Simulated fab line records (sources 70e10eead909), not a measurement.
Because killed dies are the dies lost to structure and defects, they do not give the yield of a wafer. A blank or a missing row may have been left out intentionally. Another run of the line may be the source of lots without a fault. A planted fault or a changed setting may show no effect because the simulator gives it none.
Chamber matching / flow nandHarc / 4 sister chambers for NHARC_A_CHANNEL_FILL_D2_ALD_16 on aldHk-03
The step deposits SiO2, target thk 1.5 nm, pulse time 10 s, ald cycles 15. 8 wafers are shown with their chamber, then 10 later ones without.

## WAFERS, EACH WITH ITS CHAMBER
wafer=L083.3; chamber=2; heaterPowerW (W)=453; susceptorTempC (C)=299.91
wafer=L087.6; chamber=0; heaterPowerW (W)=390; susceptorTempC (C)=300.18
wafer=L088.1; chamber=2; heaterPowerW (W)=462; susceptorTempC (C)=300.04
wafer=L089.1; chamber=0; heaterPowerW (W)=388; susceptorTempC (C)=300.06
wafer=L089.3; chamber=3; heaterPowerW (W)=433; susceptorTempC (C)=300.12
wafer=L089.4; chamber=1; heaterPowerW (W)=523; susceptorTempC (C)=299.88
wafer=L091.1; chamber=1; heaterPowerW (W)=506; susceptorTempC (C)=300.27
wafer=L091.3; chamber=3; heaterPowerW (W)=431; susceptorTempC (C)=300.28

## WAFERS WITHOUT THEIR CHAMBER
wafer=L091.4; heaterPowerW (W)=388; susceptorTempC (C)=300.08
wafer=L093.2; heaterPowerW (W)=510; susceptorTempC (C)=299.97
wafer=L093.5; heaterPowerW (W)=386; susceptorTempC (C)=299.93
wafer=L093.6; heaterPowerW (W)=425; susceptorTempC (C)=300.02
wafer=L095.2; heaterPowerW (W)=425; susceptorTempC (C)=300.11
wafer=L095.4; heaterPowerW (W)=525; susceptorTempC (C)=299.71
wafer=L095.6; heaterPowerW (W)=430; susceptorTempC (C)=300.07
wafer=L097.2; heaterPowerW (W)=507; susceptorTempC (C)=299.60
wafer=L097.3; heaterPowerW (W)=468; susceptorTempC (C)=299.94
wafer=L097.5; heaterPowerW (W)=378; susceptorTempC (C)=300.01

## CHAMBER TAKEN BY EACH
wafer=L091.4; from the rows above=0; in truth=0
wafer=L093.2; from the rows above=1; in truth=1
wafer=L093.5; from the rows above=0; in truth=0
wafer=L093.6; from the rows above=3; in truth=3
wafer=L095.2; from the rows above=3; in truth=3
wafer=L095.4; from the rows above=1; in truth=1
wafer=L095.6; from the rows above=3; in truth=3
wafer=L097.2; from the rows above=1; in truth=1
wafer=L097.3; from the rows above=2; in truth=2
wafer=L097.5; from the rows above=0; in truth=0
Correct placement for 10 of the 10. Left unplaced by these rows: 0. Number placed wrongly: 0.
How it was worked out, from the rows above alone: a wafer's distance from a chamber is the root of the sum, over the readings, of the square of ((its reading less the chamber's mean) divided by the reading's scatter). The wafer belongs to the nearest chamber; if the next one is less than 2 further off, it can't be placed. For every chamber, the mean is computed from those of its wafers that are shown. The scatter: the root of (the sum of the squares of (reading less its chamber's mean) over the shown wafers, divided by (wafers less chambers)).
